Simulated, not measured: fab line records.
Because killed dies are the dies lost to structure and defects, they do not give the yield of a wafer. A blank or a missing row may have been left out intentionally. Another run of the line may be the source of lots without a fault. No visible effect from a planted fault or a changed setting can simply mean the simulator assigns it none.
fab line records	flow nand_harc
[record] lots = 24	wafers = 72	last_day = 24
route steps=1159 shown P_STI@96 P_GATE@187 P_CONTACT@247 P_M0@264
lots that met no fault: taken from a fault-free run of the same line
start_h: hours from the record's opening day to when the first of the lot's shown wafers began	wait_h: how many hours have passed since the lot's step before this one	" same as the row above	L1.1+2: a single row standing in for several wafers	- either no value or no given start	* or withheld: withheld	< > ~ a bound
route shown NAME@n: NAME is a module with steps in the file, n the number in the route of the first one	usual: mean and standard deviation over wafers with no fault	same: alike in all rows	chamber/n: place in a boat	sites: each site's reading	_std_site: standard deviation of those values	_edge_site: the outer-site mean with the inner-site mean subtracted	radius_mm: how far each site lies from the wafer's centre	mask NAME#n: copy n	behind: the tool/chamber that last shaped the wafer	hold: what put the lot on hold/how long, in hours/how the hold closed	device: transistor that didn't switch, given as n, p or np	end of line: tests run on the same wafers once the route is complete	for a step that has no rows: nothing shown but its recipe	killed: dies that structure and defects cost at the first sort, which is not the same as the wafer's yield	map: a wafer's dies, x killed, . not, _ none there
set.NAME: the setting that was run; set.NAME@STEP: the one run at that earlier step	model.NAME: the simulator's own value behind a step, which no gauge read
one table for each step of the route and one row for each wafer, over a sample of lots
services: a tool's chamber out of use, with start hour (start_h, from the record's first day; less than 0 if before it), hours out, and reason
[[steps]]
[step NHARC_P_STI_OCD_MEAS_43]
[usual] trench_depth_nm = 299/5.8	trench_foot_cd_nm = 159/3.3
lot.wafer	tool	chamber	start_h	wait_h	trench_depth_nm	trench_foot_cd_nm
L074.1	ocd-02	-	40.31	-	291	155
L074.5	"	-	"	"	299	157
L074.6	"	-	"	"	304	153
L075.2	ocd-01	-	40.47	-	308	160
L075.3	"	-	"	"	301	160
L075.4	"	-	"	"	297	159
L076.1	ocd-02	-	48.51	-	295	156
L076.2	"	-	"	"	298	159
L076.4	"	-	"	"	300	157
L078.3	ocd-02	-	59.51	-	297	155
L078.5	"	-	"	"	298	161
L078.6	"	-	"	"	311	158
L077.2	ocd-01	-	59.76	-	297	158
L077.3	"	-	"	"	294	155
L077.5	"	-	"	"	295	156
L079.2	ocd-02	-	66.30	-	306	156
L079.3	"	-	"	"	300	153
L079.6	"	-	"	"	294	157
L080.1	ocd-02	-	74.26	-	308	154
L080.2	"	-	"	"	309	158
L080.6	"	-	"	"	288	155
L081.2	ocd-02	-	78.34	-	302	160
L081.3	"	-	"	"	304	162
L081.5	"	-	"	"	301	157
L082.3	ocd-02	-	84.07	-	292	162
L082.4	"	-	"	"	303	161
L082.6	"	-	"	"	295	161
L083.2	ocd-02	-	90.27	-	300	157
L083.5	"	-	"	"	295	166
L083.6	"	-	"	"	303	161
L084.1	ocd-02	-	95.86	-	298	155
L084.4	"	-	"	"	297	159
L084.5	"	-	"	"	300	154
L086.3	ocd-01	-	104.73	-	310	155
L086.4	"	-	"	"	298	159
L086.5	"	-	"	"	311	154
L085.2	ocd-02	-	104.76	-	301	163
L085.3	"	-	"	"	291	161
L085.6	"	-	"	"	292	163
L087.2	ocd-02	-	115.74	-	302	155
L087.3	"	-	"	"	292	159
L087.4	"	-	"	"	301	156
L088.1	ocd-01	-	120.38	-	303	159
L088.4	"	-	"	"	299	153
L088.5	"	-	"	"	296	156
L089.2	ocd-02	-	127.43	-	302	163
L089.3	"	-	"	"	301	158
L089.6	"	-	"	"	301	162
L090.1	ocd-02	-	131.92	-	295	161
L090.3	"	-	"	"	289	165
L090.5	"	-	"	"	300	162
L091.2	ocd-02	-	138.97	-	302	155
L091.3	"	-	"	"	293	160
L091.4	"	-	"	"	291	159
L092.1	ocd-01	-	144.94	-	303	159
L092.2	"	-	"	"	308	160
L092.4	"	-	"	"	300	158
L094.1	ocd-02	-	152.65	-	298	165
L094.4	"	-	"	"	303	163
L094.6	"	-	"	"	299	165
L093.1	ocd-01	-	152.77	-	293	160
L093.5	"	-	"	"	307	160
L093.6	"	-	"	"	302	163
L095.2	ocd-02	-	163.91	-	300	157
L095.3	"	-	"	"	303	158
L095.6	"	-	"	"	298	155
L096.3	ocd-02	-	168.18	-	291	161
L096.4	"	-	"	"	292	161
L096.6	"	-	"	"	301	157
L097.2	ocd-01	-	173.97	-	288	156
L097.3	"	-	"	"	299	161
L097.5	"	-	"	"	297	159
[step NHARC_P_GATE_DESCUM_61]
[recipe] time_s = 3	o2_flow_sccm = 200	ar_flow_sccm = 0	bias_power_w = 0	chemistry = O2
[usual] drypump_motor_current_A = 5.53/0.26	oes_product_au = 1.000/0.012	rf_vpp_V = 57.6/0.94	showerhead_plenum_p_Torr = 1.88/0.092	throttle_valve_pct = 11.311/0.0094
lot.wafer	tool	chamber	start_h	wait_h	drypump_motor_current_A	oes_product_au	rf_hours_counter_h	rf_vpp_V	showerhead_plenum_p_Torr	throttle_valve_pct
L074.1	rie_diel-05	1	107.85	-	5.43	0.980	43	59.4	1.91	11.303
L074.6	"	3	"	"	5.37	1.004	-	57.0	1.77	11.325
L074.5	"	0	"	"	5.62	1.010	-	58.6	1.84	11.317
L075.2	rie_diel-11	2	109.05	-	5.19	0.980	16	57.4	1.89	11.319
L075.4	"	0	"	"	5.62	1.015	14	56.6	1.78	11.318
L075.3	"	1	"	"	5.76	0.990	16	57.2	1.87	11.322
L076.1	rie_diel-11	3	112.24	-	5.12	0.989	16	58.2	1.82	11.330
L076.4	"	0	"	"	5.60	1.016	15	56.8	1.78	11.307
L076.2	"	1	"	"	5.78	0.985	16	57.5	1.87	11.306
L077.2	rie_diel-11	0	125.73	-	5.63	1.018	18	56.4	1.78	11.315
L077.3	"	2	"	"	5.19	0.991	19	57.1	1.89	11.311
L077.5	"	0	"	"	5.62	1.008	-	57.9	1.78	11.309
L078.3	rie_diel-05	1	126.14	-	5.42	1.005	50	57.3	1.90	11.320
L078.6	"	1	"	"	5.41	0.996	-	57.7	1.90	11.321
L078.5	"	2	"	"	5.73	0.995	-	55.9	2.04	11.310
L079.2	rie_diel-05	0	128.68	-	5.61	1.007	44	56.9	1.83	11.306
L079.3	"	1	"	"	5.42	1.001	50	59.7	1.90	11.299
L079.6	"	0	"	"	5.59	1.001	-	57.5	1.83	11.310
L080.2	rie_diel-06	1	142.63	-	6.10	1.000	25	57.8	1.93	11.312
L080.1	"	2	"	"	6.05	1.005	26	58.6	1.85	11.302
L080.6	"	3	"	"	5.73	0.977	-	59.4	2.03	11.314
L081.2	rie_diel-05	3	144.61	-	5.42	1.024	53	57.6	1.76	11.315
L081.3	"	0	"	"	5.56	1.024	49	56.4	1.83	11.295
L081.5	"	1	"	"	5.43	0.997	-	58.0	1.90	11.321
L082.3	rie_diel-05	2	148.79	-	5.74	0.997	55	58.5	2.04	11.309
L082.4	"	3	"	"	5.39	1.009	54	58.3	1.76	11.305
L082.6	"	2	"	"	5.74	0.989	-	57.8	2.04	11.318
L083.2	rie_diel-05	2	158.97	-	5.74	0.997	61	58.0	2.03	11.325
L083.6	"	2	"	"	5.74	1.002	-	58.0	2.03	11.314
L083.5	"	3	"	"	5.39	1.027	-	57.9	1.76	11.307
L084.4	rie_diel-11	0	163.83	-	5.63	1.001	24	57.7	1.78	11.292
L084.1	"	2	"	"	5.20	0.985	25	57.6	1.89	11.309
L084.5	"	3	"	"	5.14	1.000	-	57.9	1.82	11.306
L087.3	rie_diel-06	1	177.56	-	6.06	0.992	41	57.3	1.93	11.302
L087.4	"	2	"	"	6.03	0.992	41	57.6	1.85	11.307
L087.2	"	3	"	"	5.74	0.973	41	58.5	2.02	11.317
L085.2	rie_diel-11	2	178.51	-	5.17	0.979	28	58.1	1.89	11.314
L085.3	"	0	"	"	5.63	0.997	27	57.6	1.78	11.311
L085.6	"	2	"	"	5.17	0.985	-	58.8	1.89	11.299
L086.4	rie_diel-11	2	180.15	-	5.20	0.992	29	57.0	1.89	11.322
L086.3	"	3	"	"	5.11	1.012	28	56.6	1.82	11.324
L086.5	"	0	"	"	5.65	1.005	-	57.7	1.78	11.305
L088.1	rie_diel-11	2	184.79	-	5.20	1.003	29	56.7	1.89	11.308
L088.4	"	3	"	"	5.12	1.000	28	58.3	1.82	11.316
L088.5	"	0	"	"	5.66	1.020	-	57.1	1.78	11.305
L089.3	rie_diel-05	0	195.99	-	5.64	0.970	5	59.2	1.83	11.307
L089.2	"	1	"	"	5.41	1.009	5	56.8	1.90	11.325
L089.6	"	3	"	"	5.37	0.990	-	58.7	2.07	11.308
L090.3	rie_diel-06	2	196.70	-	6.04	0.992	49	56.8	1.85	11.304
L090.1	"	3	"	"	5.74	0.987	49	58.0	2.02	11.315
L090.5	"	2	"	"	6.05	0.987	-	58.0	1.85	11.319
L091.3	rie_diel-11	3	205.39	-	5.14	0.997	2	57.6	1.82	11.297
L091.2	"	1	"	"	5.77	1.001	1	56.2	1.87	11.308
L091.4	"	2	"	"	5.22	0.995	1	59.4	1.89	11.310
L092.4	rie_diel-06	3	212.23	-	5.72	0.986	56	59.6	2.02	11.318
L092.1	"	0	"	"	5.41	1.007	55	58.2	1.79	11.312
L092.2	"	1	"	"	6.07	0.984	55	57.9	1.93	11.319
L093.1	rie_diel-05	1	215.31	-	5.42	1.007	10	56.8	1.90	11.311
L093.5	"	0	"	"	5.64	0.988	-	58.4	1.83	11.318
L093.6	"	1	"	"	5.43	0.997	-	57.2	1.90	11.309
L094.4	rie_diel-05	0	215.69	-	5.63	0.980	10	54.8	1.83	11.299
L094.1	"	1	"	"	5.43	1.001	10	58.1	1.90	11.293
L094.6	"	2	"	"	5.74	1.012	-	58.9	2.03	11.295
L095.2	rie_diel-11	0	233.56	-	5.60	1.028	6	57.0	1.78	11.301
L095.3	"	2	"	"	5.19	0.998	6	57.1	1.89	11.309
L095.6	"	3	"	"	5.11	0.996	-	56.8	1.82	11.316
L097.2	rie_diel-11	3	243.19	-	5.13	1.004	8	57.5	1.82	11.315
L097.3	"	0	"	"	5.61	1.014	8	58.7	1.78	11.314
L097.5	"	3	"	"	5.13	0.996	-	57.8	1.82	11.313
L096.4	rie_diel-05	1	244.26	-	5.44	1.017	21	57.2	1.89	11.312
L096.3	"	2	"	"	5.74	1.019	23	58.2	2.02	11.313
L096.6	"	3	"	"	5.40	1.005	-	59.5	2.07	11.323
[step NHARC_P_CONTACT_ALD_22]
[recipe] target_thk_a = 30	pulse_time_s = 1	ald_cycles = 150	temp_c = 450	material = TiN
[usual] heater_power_w = 1072/100	precursor_pulse_height_rel = 0.999/0.02
[same] ald_cycles = 150
lot.wafer	tool	chamber	start_h	wait_h	heater_power_w	precursor_pulse_height_rel
L074.1	ald_metal-04	3	116.25	-	948	1.037
L074.5	"	1	"	"	1195	1.019
L074.6	"	2	"	"	1214	0.953
L075.2	ald_metal-01	0	117.66	-	1071	0.969
L075.4	"	1	"	"	900	0.954
L075.3	"	2	"	"	1205	0.969
L076.1	ald_metal-04	0	120.68	-	1069	0.978
L076.4	"	1	"	"	1209	0.997
L076.2	"	3	"	"	972	0.977
L077.2	ald_metal-01	1	134.15	-	894	1.011
L077.3	"	3	"	"	945	1.012
L077.5	"	2	"	"	1193	1.001
L078.3	ald_metal-02	3	134.51	-	1049	1.001
L078.5	"	0	"	"	1115	0.993
L078.6	"	1	"	"	1087	0.985
L079.3	ald_metal-04	3	137.63	-	921	0.997
L079.2	"	2	"	"	1175	1.009
L079.6	"	3	"	"	935	1.002
L080.1	ald_metal-01	0	150.95	-	1083	1.004
L080.2	"	1	"	"	925	1.017
L080.6	"	1	"	"	921	1.002
L081.3	ald_metal-01	1	153.98	-	919	0.996
L081.2	"	0	"	"	1072	0.982
L081.5	"	1	"	"	924	0.985
L082.3	ald_metal-04	3	157.57	-	954	0.969
L082.4	"	2	"	"	1183	0.989
L082.6	"	0	"	"	1055	0.996
L083.2	ald_metal-01	1	168.49	-	931	0.996
L083.5	"	0	"	"	1076	1.006
L083.6	"	1	"	"	923	0.996
L084.4	ald_metal-04	1	172.34	-	1176	0.997
L084.1	"	3	"	"	973	1.013
L084.5	"	1	"	"	1201	0.965
L087.2	ald_metal-04	3	186.24	-	929	0.961
L087.3	"	0	"	"	1062	0.978
L087.4	"	1	"	"	1197	1.006
L085.2	ald_metal-01	2	186.86	-	1171	1.049
L085.3	"	0	"	"	1064	1.035
L085.6	"	1	"	"	912	1.002
L086.3	ald_metal-04	1	188.40	-	1202	0.987
L086.4	"	3	"	"	915	1.005
L086.5	"	1	"	"	1205	1.030
L088.4	ald_metal-01	3	193.05	-	950	0.976
L088.1	"	1	"	"	923	0.999
L088.5	"	3	"	"	989	1.033
L089.2	ald_metal-02	3	204.35	-	1085	0.995
L089.3	"	0	"	"	1049	0.997
L089.6	"	2	"	"	1104	1.002
L090.3	ald_metal-02	2	205.44	-	1099	0.971
L090.1	"	3	"	"	1090	1.007
L090.5	"	0	"	"	1040	1.040
L091.3	ald_metal-01	3	214.03	-	979	0.959
L091.4	"	0	"	"	1092	0.981
L091.2	"	2	"	"	1205	0.993
L092.1	ald_metal-04	3	221.24	-	970	1.028
L092.2	"	1	"	"	1199	1.002
L092.4	"	2	"	"	1210	1.016
L093.1	ald_metal-01	1	223.42	-	957	1.011
L093.6	"	3	"	"	985	0.994
L093.5	"	0	"	"	1076	1.009
L094.1	ald_metal-04	2	223.94	-	1195	1.016
L094.4	"	0	"	"	1089	1.005
L094.6	"	2	"	"	1191	0.994
L095.3	ald_metal-04	0	241.71	-	1112	0.979
L095.2	"	1	"	"	1175	1.004
L095.6	"	0	"	"	1102	0.986
L097.3	ald_metal-01	3	251.54	-	955	0.998
L097.2	"	1	"	"	903	1.014
L097.5	"	0	"	"	1073	1.030
L096.3	ald_metal-02	1	252.98	-	1109	1.012
L096.4	"	3	"	"	1103	1.007
L096.6	"	1	"	"	1120	1.030
[step NHARC_P_M0_OVL_MEAS_10]
[recipe] pitch_nm = 180
[usual] overlay_x_nm = 0.1/0.86	overlay_y_nm = -0.2/0.78
lot.wafer	tool	chamber	start_h	wait_h	overlay_x_nm	overlay_y_nm
L074.1	overlay-01	-	123.08	-	-0.4	-1.3
L074.5	"	-	"	"	-0.3	-0.8
L074.6	"	-	"	"	-0.2	-0.8
L075.2	overlay-01	-	124.19	-	-0.1	-0.2
L075.3	"	-	"	"	0.1	-0.6
L075.4	"	-	"	"	0.2	0.2
L076.1	overlay-02	-	124.88	-	1.4	-1.2
L076.2	"	-	"	"	1.1	-1.0
L076.4	"	-	"	"	0.6	-1.7
L077.2	overlay-02	-	138.16	-	0.0	0.2
L077.3	"	-	"	"	1.1	0.3
L077.5	"	-	"	"	0.6	-0.1
L078.3	overlay-01	-	138.60	-	1.6	0.7
L078.5	"	-	"	"	1.5	0.0
L078.6	"	-	"	"	1.1	0.3
L079.2	overlay-02	-	139.90	-	-0.3	-0.4
L079.3	"	-	"	"	-0.4	-0.4
L079.6	"	-	"	"	0.0	-0.4
L080.1	overlay-02	-	153.10	-	0.7	0.1
L080.2	"	-	"	"	1.4	0.4
L080.6	"	-	"	"	0.8	0.8
L081.2	overlay-01	-	156.74	-	0.1	-0.3
L081.3	"	-	"	"	-0.6	-0.8
L081.5	"	-	"	"	-0.1	-0.7
L082.3	overlay-01	-	159.71	-	-0.9	0.2
L082.4	"	-	"	"	-0.4	0.5
L082.6	"	-	"	"	-0.2	0.6
L083.2	overlay-01	-	173.04	-	-0.2	-0.2
L083.5	"	-	"	"	0.0	0.2
L083.6	"	-	"	"	0.1	-0.1
L084.1	overlay-01	-	174.59	-	0.3	-1.3
L084.4	"	-	"	"	-0.1	-1.0
L084.5	"	-	"	"	-0.2	-0.5
L087.2	overlay-01	-	191.27	-	2.4	-1.1
L087.3	"	-	"	"	2.2	-0.8
L087.4	"	-	"	"	2.4	-0.9
L085.2	overlay-02	-	191.81	-	-0.4	-0.3
L085.3	"	-	"	"	-0.1	-0.1
L085.6	"	-	"	"	0.2	-0.1
L086.3	overlay-01	-	192.34	-	0.6	1.2
L086.4	"	-	"	"	0.9	0.6
L086.5	"	-	"	"	-0.2	0.9
L088.1	overlay-02	-	195.27	-	-0.2	-0.5
L088.4	"	-	"	"	-0.4	-0.1
L088.5	"	-	"	"	0.3	-1.0
L089.2	overlay-02	-	213.20	-	1.4	0.7
L089.3	"	-	"	"	1.2	0.5
L089.6	"	-	"	"	1.0	0.3
L090.1	overlay-02	-	217.94	-	-1.4	-1.3
L090.3	"	-	"	"	-1.1	-1.4
L090.5	"	-	"	"	-1.3	-1.2
L091.2	overlay-01	-	220.36	-	0.1	0.9
L091.3	"	-	"	"	0.2	0.7
L091.4	"	-	"	"	0.7	1.2
L092.1	overlay-02	-	226.43	-	-1.3	-0.3
L092.2	"	-	"	"	-0.8	0.2
L092.4	"	-	"	"	-1.4	0.0
L093.1	overlay-01	-	226.87	-	0.2	-0.9
L093.5	"	-	"	"	0.7	-1.5
L093.6	"	-	"	"	0.1	-1.3
L094.1	overlay-02	-	227.02	-	0.4	0.5
L094.4	"	-	"	"	0.2	0.9
L094.6	"	-	"	"	0.1	0.9
L095.2	overlay-01	-	243.98	-	-0.6	-1.4
L095.3	"	-	"	"	-1.4	-1.7
L095.6	"	-	"	"	-0.9	-1.5
L097.2	overlay-01	-	253.67	-	-0.7	0.1
L097.3	"	-	"	"	-0.7	-0.6
L097.5	"	-	"	"	-0.5	0.3
L096.3	overlay-01	-	255.20	-	0.4	0.0
L096.4	"	-	"	"	-0.1	0.0
L096.6	"	-	"	"	0.2	0.0
[step NHARC_P_M0_PVD_20]
[recipe] target_thk_a = 50	bias_v = 168.6	power_w = 15000	chamber_pressure_pa = 0.12	time_s = 8.06	substrate_temp_c = 50	material = TaN
[usual] bias_v = 168.8/1.9	throttle_valve_pct = 30.0/0.94
lot.wafer	tool	chamber	start_h	wait_h	bias_v	throttle_valve_pct
L074.1	pvd_sputter-03	-	-	-	169.5	30.7
L074.5	"	-	"	"	172.5	29.2
L074.6	"	-	"	"	164.8	29.6
L075.3	pvd_sputter-02	-	-	-	169.0	31.3
L075.2	"	-	"	"	170.9	29.1
L075.4	"	-	"	"	170.0	30.7
L076.4	pvd_sputter-03	-	-	-	167.0	30.4
L076.1	"	-	"	"	171.3	29.1
L076.2	"	-	"	"	169.8	29.3
L077.3	pvd_sputter-02	-	-	-	171.1	30.5
L077.2	"	-	"	"	169.3	30.2
L077.5	"	-	"	"	165.2	31.3
L078.3	pvd_sputter-02	-	-	-	169.6	30.9
L078.6	"	-	"	"	167.1	30.0
L078.5	"	-	"	"	172.0	31.2
L079.3	pvd_sputter-02	-	-	-	168.1	30.4
L079.2	"	-	"	"	167.9	28.9
L079.6	"	-	"	"	168.9	30.8
L080.2	pvd_sputter-01	-	-	-	170.7	28.8
L080.1	"	-	"	"	169.8	29.2
L080.6	"	-	"	"	167.7	31.8
L081.2	pvd_sputter-02	-	-	-	168.9	30.5
L081.3	"	-	"	"	170.3	30.0
L081.5	"	-	"	"	171.1	30.2
L082.3	pvd_sputter-02	-	-	-	168.9	30.7
L082.4	"	-	"	"	168.4	30.3
L082.6	"	-	"	"	170.3	30.6
L083.2	pvd_sputter-01	-	-	-	168.8	30.2
L083.6	"	-	"	"	168.1	30.8
L083.5	"	-	"	"	167.7	31.3
L084.4	pvd_sputter-01	-	-	-	168.6	31.0
L084.1	"	-	"	"	167.2	28.6
L084.5	"	-	"	"	167.1	31.3
L087.3	pvd_sputter-02	-	-	-	169.6	30.0
L087.2	"	-	"	"	166.6	28.7
L087.4	"	-	"	"	169.7	30.7
L085.2	pvd_sputter-02	-	-	-	170.2	30.0
L085.3	"	-	"	"	168.4	28.9
L085.6	"	-	"	"	165.6	31.2
L086.3	pvd_sputter-01	-	-	-	168.7	29.3
L086.4	"	-	"	"	169.9	30.7
L086.5	"	-	"	"	166.0	29.4
L088.4	pvd_sputter-02	-	-	-	167.8	28.8
L088.1	"	-	"	"	170.7	30.0
L088.5	"	-	"	"	173.1	31.0
L089.2	pvd_sputter-03	-	-	-	172.0	29.6
L089.3	"	-	"	"	172.1	31.3
L089.6	"	-	"	"	168.0	29.1
L090.3	pvd_sputter-03	-	-	-	167.6	29.1
L090.1	"	-	"	"	169.4	29.3
L090.5	"	-	"	"	169.0	30.3
L091.3	pvd_sputter-03	-	-	-	168.0	29.4
L091.4	"	-	"	"	167.5	29.4
L091.2	"	-	"	"	168.3	30.7
L092.1	pvd_sputter-01	-	-	-	171.9	29.0
L092.4	"	-	"	"	168.0	28.7
L092.2	"	-	"	"	171.4	30.5
L093.1	pvd_sputter-02	-	-	-	168.0	30.9
L093.6	"	-	"	"	169.6	28.5
L093.5	"	-	"	"	164.4	30.9
L094.4	pvd_sputter-03	-	-	-	169.0	30.2
L094.1	"	-	"	"	167.9	29.4
L094.6	"	-	"	"	168.6	30.5
L095.3	pvd_sputter-02	-	-	-	168.2	31.2
L095.2	"	-	"	"	170.1	28.5
L095.6	"	-	"	"	165.9	31.1
L097.2	pvd_sputter-03	-	-	-	169.4	30.1
L097.3	"	-	"	"	170.6	29.4
L097.5	"	-	"	"	169.4	31.1
L096.3	pvd_sputter-03	-	-	-	171.4	31.2
L096.4	"	-	"	"	168.8	30.4
L096.6	"	-	"	"	164.6	30.4
[step NHARC_P_M0_ANNEAL_30]
[recipe] temp_c = 225	time_s = 90
[usual] wafer_temp_C_max = 225.89/0.23
lot.wafer	tool	chamber	start_h	wait_h	wafer_temp_C_max
L074.1	rtp_anneal-01	0	124.84	-	225.91
L074.5	"	0	"	"	226.09
L074.6	"	0	"	"	225.93
L075.2	rtp_anneal-02	0	126.09	-	225.89
L075.3	"	0	"	"	225.74
L075.4	"	0	"	"	225.91
L076.1	rtp_anneal-02	0	126.64	-	225.63
L076.2	"	0	"	"	225.56
L076.4	"	0	"	"	225.47
L077.2	rtp_anneal-02	0	140.04	0.4	226.12
L077.3	"	0	"	"	225.79
L077.5	"	0	"	"	226.05
L078.3	rtp_anneal-01	0	140.51	-	226.21
L078.5	"	0	"	"	225.72
L078.6	"	0	"	"	225.58
L079.2	rtp_anneal-02	0	141.69	-	225.79
L079.3	"	0	"	"	225.93
L079.6	"	0	"	"	225.69
L080.1	rtp_anneal-02	0	154.93	0.3	225.90
L080.2	"	0	"	"	225.50
L080.6	"	0	"	"	225.97
L081.2	rtp_anneal-02	0	158.56	0.3	225.99
L081.3	"	0	"	"	225.86
L081.5	"	0	"	"	226.05
L082.3	rtp_anneal-01	0	161.93	-	225.95
L082.4	"	0	"	"	226.40
L082.6	"	0	"	"	226.01
L083.2	rtp_anneal-02	0	174.84	-	226.19
L083.5	"	0	"	"	225.93
L083.6	"	0	"	"	225.83
L084.1	rtp_anneal-02	0	176.34	0.3	225.85
L084.4	"	0	"	"	225.70
L084.5	"	0	"	"	225.82
L087.2	rtp_anneal-01	0	193.07	-	226.24
L087.3	"	0	"	"	225.91
L087.4	"	0	"	"	225.75
L085.2	rtp_anneal-02	0	193.65	0.4	225.88
L085.3	"	0	"	"	225.53
L085.6	"	0	"	"	225.73
L086.3	rtp_anneal-01	0	194.20	-	225.70
L086.4	"	0	"	"	225.53
L086.5	"	0	"	"	225.64
L088.1	rtp_anneal-01	0	197.04	0.3	225.68
L088.4	"	0	"	"	225.92
L088.5	"	0	"	"	226.04
L089.2	rtp_anneal-01	0	215.01	-	225.88
L089.3	"	0	"	"	226.39
L089.6	"	0	"	"	226.36
L090.1	rtp_anneal-01	0	219.80	-	226.43
L090.3	"	0	"	"	225.76
L090.5	"	0	"	"	226.07
L091.2	rtp_anneal-01	0	222.16	-	225.92
L091.3	"	0	"	"	226.36
L091.4	"	0	"	"	226.00
L092.1	rtp_anneal-01	0	228.33	0.3	225.96
L092.2	"	0	"	"	226.03
L092.4	"	0	"	"	225.81
L093.1	rtp_anneal-02	0	228.65	-	225.82
L093.5	"	0	"	"	225.92
L093.6	"	0	"	"	225.64
L094.1	rtp_anneal-02	0	228.96	0.5	226.01
L094.4	"	0	"	"	225.81
L094.6	"	0	"	"	226.29
L095.2	rtp_anneal-02	0	245.79	0.4	225.77
L095.3	"	0	"	"	225.90
L095.6	"	0	"	"	225.59
L097.2	rtp_anneal-01	0	255.48	-	225.62
L097.3	"	0	"	"	225.73
L097.5	"	0	"	"	226.37
L096.3	rtp_anneal-02	0	257.10	-	226.08
L096.4	"	0	"	"	225.57
L096.6	"	0	"	"	225.64
[[services]]
tool	chamber	start_h	hours	kind
pvd_sputter-03	-	89.56	5.0	repair
rie_diel-11	0	94.51	-	clean
rie_diel-11	1	94.51	-	clean
rie_diel-11	2	94.51	-	clean
ald_metal-01	-	102.00	10.0	pm
pvd_sputter-03	-	102.02	10.0	pm
rie_diel-05	-	115.10	0.3	repair
rie_diel-05	0	115.43	4.8	repair
ald_metal-01	-	129.47	2.4	repair
ald_metal-02	2	135.67	29.8	repair
pvd_sputter-03	-	136.77	1.8	repair
pvd_sputter-01	-	158.00	10.0	pm
rie_diel-05	-	171.54	9.0	pm
ald_metal-02	1	184.84	1.5	repair
rie_diel-11	-	185.61	0.6	repair
ald_metal-02	-	186.00	10.0	pm
rie_diel-11	-	189.50	9.0	pm
pvd_sputter-03	-	201.02	6.9	repair
pvd_sputter-02	-	206.51	0.8	repair
pvd_sputter-02	-	214.01	10.0	pm
rie_diel-06	0	216.70	3.3	repair
ald_metal-04	-	228.00	10.0	pm
rie_diel-06	2	232.62	2.7	repair
ald_metal-01	2	233.34	1.9	repair
[[key]]
fault none
